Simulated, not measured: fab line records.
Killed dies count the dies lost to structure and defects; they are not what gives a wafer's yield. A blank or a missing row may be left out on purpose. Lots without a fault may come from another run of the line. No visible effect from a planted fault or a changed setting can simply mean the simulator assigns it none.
Code-filled problem report in 8D (eight disciplines) form    flow n5_finfet    the parts of the form that need people (team, actions taken, sign-off) are left out

## 1. PROBLEM STATEMENT
Wafers without a fault read 65.1 s, standard deviation 2; etch_rf_on_time_s at N5_BEOL_M10_ETCH_61 reads a mean of 45.8 s on 3 wafers belonging to 3 lots. Relative to the usual mean, that is a shift of -9.7 standard deviations.
The step: etches SiARC in CF4, target depth 39 nm, time 65 s.
First seen on wafer L915.4, day 20 08:34, on rie_diel-06. The record holds 33 wafers of 12 lots with a number at this step. Rule for "out" (also "out of limits"): further than 4 standard deviations from the usual mean. The rest of the wafers with a number are treated as sound.

## 2. WHAT IT IS; WHAT IT IS NOT
question                     is                      is not
which readings at this step  etch_rf_on_time_s       drypump_motor_current_A, rf_vpp_V, showerhead_plenum_p_Torr, throttle_valve_pct
which lots                   L915, L916, L920        L901, L905, L906, L908, L909, L910, L911, L913, L914
which wafers of those lots   L915.4, L916.4, L920.4  L915.5, L916.5, L920.3
read on which tools          rie_diel-06             rie_diel-02, rie_diel-03
when                         from day 20 08:34       up to then (28 sound wafers); but 2 sound wafers of L916, L920 came after

## 3. THE SUSPECTS, EACH WITH WHAT RULES IT OUT
Counting: if a tool at a process step up to the reading ran every lot that is out, it stays a suspect. Sound lots after the first of them don't rule it out here, since some wafers of a struck lot are sound.
- rie_diel-06 at N5_BEOL_M10_ETCH_61 (etches SiARC in CF4, target depth 39 nm, time 65 s): kept. Every lot that is out went through it, the first being L915 (day 20 08:34); the last sound lot it ran before that was L913 (day 20 01:40). Its own readings are out on those wafers: etch_rf_on_time_s.
After counting, what remains is rie_diel-06 at N5_BEOL_M10_ETCH_61.

## 4. THE CAUSE (what the simulator had put in)
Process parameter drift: rie_diel-06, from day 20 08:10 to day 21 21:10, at N5_BEOL_M10_ETCH_61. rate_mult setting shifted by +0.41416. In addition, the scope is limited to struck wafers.
Counting left only this tool.

## 5. SEQUENCE OF EFFECTS, ordered by route
One row per reading whose mean, taken over the struck wafers that have a number, lies over 3 standard deviations from the usual. Readings are gone through only where the record gives a usual standard deviation; hours: the median, over the lots, of the time from a lot's start at the first step in this table giving one to that lot's start at this step; sigmas: the change measured in usual standard deviations.
hours  step                 reading            usual   on struck wafers  change  sigmas
0      N5_BEOL_M10_ETCH_61  etch_rf_on_time_s  65.1 s  45.8              -19.3   -9.7
The process steps in it:
- N5_BEOL_M10_ETCH_61: etches SiARC in CF4, target depth 39 nm, time 65 s.

## 6. WHAT WOULD HAVE CAUGHT IT SOONER
0 hours passed between the start of the fault at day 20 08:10 and the first reading out of limits in this record, taken at day 20 08:34.
